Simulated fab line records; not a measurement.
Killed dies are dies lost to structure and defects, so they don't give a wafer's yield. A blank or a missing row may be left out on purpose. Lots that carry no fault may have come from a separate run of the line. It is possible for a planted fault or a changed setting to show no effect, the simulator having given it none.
Matching of chambers | flow n5 finfet | rie diel-03 running N5_BEOL_M0_ETCH_128: 4 sister chambers
The step etches SiCN in CF4/N2, target depth 12 nm, overetch 5.1 nm, time 21.4 s. 4 wafers are shown with their chamber, then 11 later ones without.

== EACH WAFER AND ITS CHAMBER ==
wafer  | chamber | drypump motor current A (A)
L086.2 | 2       | 6.3
L091.2 | 0       | 5.3
L091.4 | 1       | 5.8
L092.2 | 3       | 5.1

== WAFERS WHOSE CHAMBER IS MISSING ==
wafer  | drypump motor current A (A)
L092.4 | 5.8
L092.5 | 5.2
L076.2 | 5.8
L076.3 | 5.3
L076.5 | 5.1
L094.4 | 6.3
L094.5 | 6.3
L094.6 | 5.1
L097.1 | 5.1
L097.3 | 5.8
L097.6 | 5.3

== CHAMBER TAKEN BY EACH ==
wafer  | from the rows above     | in truth
L092.4 | 1                       | 1
L092.5 | can't be placed: 0 or 3 | 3
L076.2 | 1                       | 1
L076.3 | 0                       | 0
L076.5 | 3                       | 3
L094.4 | 2                       | 2
L094.5 | 2                       | 2
L094.6 | 3                       | 3
L097.1 | 3                       | 3
L097.3 | 1                       | 1
L097.6 | 0                       | 0
Correctly placed: 10 of 11. Can't be placed from these rows: 1 (the true chamber is among the candidates in 1). Placed wrongly: 0.
How it was worked out, from the rows above alone: a wafer's distance from a chamber is the root of the sum, over the readings, of the square of ((its reading less the chamber's mean) divided by the reading's scatter). The wafer belongs to the nearest chamber; if the next one is less than 2 further off, it can't be placed. For every chamber, the mean is computed from those of its wafers that are shown. The scatter: with one shown wafer a chamber, the root of the mean of the squares of how far each hidden wafer lies from its nearest shown one.
